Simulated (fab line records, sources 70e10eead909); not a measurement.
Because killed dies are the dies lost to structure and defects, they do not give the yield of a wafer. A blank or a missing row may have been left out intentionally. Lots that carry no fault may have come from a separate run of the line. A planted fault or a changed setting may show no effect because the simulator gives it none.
Struck lot and sound lot, side by side || flow nand-harc || 38 out of 1159 route steps
Sound: wafers L846.1, L846.4, L846.6. Struck: wafers L861.1, L861.3, L861.4. At the end, the cause is stated.
For every step that has rows: the tool of each side, followed by ch and its chambers, followed by its first start. Under that, the readings that differ: sound wafers || struck wafers || difference of the means || sigmas: that difference in standard deviations of wafers without a fault.
alike: words and numbers the same on both sides, and readings whose means are apart by under 2 such deviations; not compared: readings that were withheld, readings missing a value for some wafer, numbers with overlapping values and no deviation given by the record, and bounds like >300 which may hide the same value.
Wherever a step has rows on one side only, a row that says differs or no value, or a row with sigmas, the two part there. Numbers that have no deviation but don't overlap get no sigmas and don't part them. A reading that every wafer of one side lacks parts them only if that side has two wafers or more.

NHARC_A_CHANNEL_HOLE_D1_CD_MEAS_30:
  sound on cd-sem-03 at day 9 01:05; struck on cd-sem-01 at day 12 21:35
  alike: cd-nm
following that, these wafers have no rows for 1 step: NHARC_A_CHANNEL_HOLE_D1_XSEM_31.
NHARC_A_CHANNEL_HOLE_D1_INSPECT_40:
  sound on defect-inspect-01 at day 9 01:17; struck on defect-inspect-02 at day 12 21:47
  alike: raw-defect-count
then, 3 steps without rows for these wafers: NHARC_A_CHANNEL_FILL_D1_PRECLEAN_00 (cleans in SC1); NHARC_A_CHANNEL_FILL_D1_SRD_01; NHARC_A_CHANNEL_FILL_D1_ALD_02 (deposits SiO2, target thk 6 nm, pulse time 10 s, ald cycles 60).
NHARC_A_CHANNEL_FILL_D1_ALD_03: deposits SiNx, target thk 6 nm, pulse time 60 s, ald cycles 58.
  sound: ald-sin-batch-01 ch 0; struck: ald-sin-batch-01 ch 0
  alike: precursor-pulse-height-rel
then, 1 step without rows for these wafers: NHARC_A_CHANNEL_FILL_D1_ALD_14 (deposits SiO2, target thk 2.5 nm, pulse time 10 s, ald cycles 25).
NHARC_A_CHANNEL_FILL_D1_ALD_15: deposits SiNx, target thk 2 nm, pulse time 60 s, ald cycles 19.
  sound: ald-sin-batch-01 ch 0; struck: ald-sin-batch-01 ch 0
  alike: precursor-pulse-height-rel
then, 3 steps without rows for these wafers: NHARC_A_CHANNEL_FILL_D1_ALD_16 (deposits SiO2, target thk 1.5 nm, pulse time 10 s, ald cycles 15); NHARC_A_CHANNEL_FILL_D1_ANNEAL_17 (time 1800 s); NHARC_A_CHANNEL_FILL_D1_CVD_18 (deposits poly-Si, target thk 3 nm).
NHARC_A_CHANNEL_FILL_D1_ETCHBACK_19: etches the open film in HBr/Cl2, target depth 5 nm, time 1.7 s.
  sound on rie-si-06 ch 0,2, day 10 03:07; struck on rie-si-06 ch 0,1,3, day 13 20:51
  alike: drypump-motor-current-A, oes-product-au, rf-fwd-power-W, throttle-valve-pct
  not compared: rf-hours-counter-h
NHARC_A_CHANNEL_FILL_D1_ETCHBACK_20: etches the open film in C4F8/O2/Ar, target depth 27 nm, time 13.5 s.
  sound on rie-diel-06 ch 0,2,3, day 10 03:16; struck on rie-diel-06 ch 0,2,3, day 13 20:59
{"reading": "oes-product-au (a.u.)", "sound": "0.91 0.92 0.92", "struck": "0.99 1.01 1.00", "difference": "+0.08", "sigmas": "+2"}
  alike: rf-fwd-power-W, rf-vpp-V
  not compared: rf-hours-counter-h
NHARC_A_CHANNEL_FILL_D1_STRIP_28: strips in O2, time 20 s.
  sound on rie-diel-06 ch 1,2,3, day 10 03:22; struck on rie-diel-06 ch 0,2,3, day 13 21:07
  alike: drypump-motor-current-A, oes-product-au, rf-vpp-V, showerhead-plenum-p-Torr, throttle-valve-pct
  not compared: rf-hours-counter-h
then, 5 steps without rows for these wafers: NHARC_A_CHANNEL_FILL_D1_PRECLEAN_21 (cleans in dHF, time 30 s); NHARC_A_CHANNEL_FILL_D1_SRD_23; NHARC_A_CHANNEL_FILL_D1_CVD_05 (deposits poly-Si, target thk 5 nm); NHARC_A_CHANNEL_FILL_D1_ANNEAL_22 (time 7200 s); NHARC_A_CHANNEL_FILL_D1_ALD_25 (deposits SiOx, target thk 60 nm, pulse time 10 s, ald cycles 600).
NHARC_A_CHANNEL_FILL_D1_ETCHBACK_08: etches the open film in C4F8, target depth 220 nm, time 110 s.
  sound: rie-diel-12 ch 0,3; struck: rie-diel-06 ch 1,2,3
  alike: oes-product-au, rf-fwd-power-W, rf-vpp-V
  not compared: rf-hours-counter-h
then, 16 steps without rows for these wafers: NHARC_A_CHANNEL_FILL_D1_STRIP_29 (strips in O2, time 20 s); NHARC_A_CHANNEL_FILL_D1_PRECLEAN_30 (cleans in dHF, time 30 s); NHARC_A_CHANNEL_FILL_D1_SRD_31; NHARC_A_CHANNEL_FILL_D1_CVD_09 (deposits poly-Si, target thk 150 nm, time 3000 s); NHARC_A_CHANNEL_FILL_D1_CMP_10 (polishes, target thk 150 nm); NHARC_A_CHANNEL_FILL_D1_SRD_12; NHARC_A_CHANNEL_FILL_D1_RTA_24 (time 5 s); NHARC_A_STAIRCASE_DEP_156 (deposits SiNx, target thk 50 nm); NHARC_A_STAIRCASE_DEHYDRATE_158 (time 120 s); NHARC_A_STAIRCASE_HMDS_159 (time 30 s); NHARC_A_STAIRCASE_COAT_160; NHARC_A_STAIRCASE_SOFTBAKE_161 (time 170 s); NHARC_A_STAIRCASE_EBR_162; NHARC_A_STAIRCASE_EXPOSE_163 (exposes mask STAIR OPEN); NHARC_A_STAIRCASE_PEB_164 (peb time 130 s); NHARC_A_STAIRCASE_DEVELOP_165 (time 140 s).
-- jump in the record: it breaks off in module A_STAIRCASE and resumes in module END (first step shown: number 1159 of the route), and 10 days separate the struck wafers' starts before and after --
NHARC_END_SORT_01:
  here the record holds rows for the struck wafers (prober-02 ch 0, day 24 07:42) but none for the sound ones

== WHERE THEY PART ==
Earliest at NHARC_A_CHANNEL_FILL_D1_ETCHBACK_20; latest, in this record, at NHARC_END_SORT_01.

WHY: what the simulator had put in
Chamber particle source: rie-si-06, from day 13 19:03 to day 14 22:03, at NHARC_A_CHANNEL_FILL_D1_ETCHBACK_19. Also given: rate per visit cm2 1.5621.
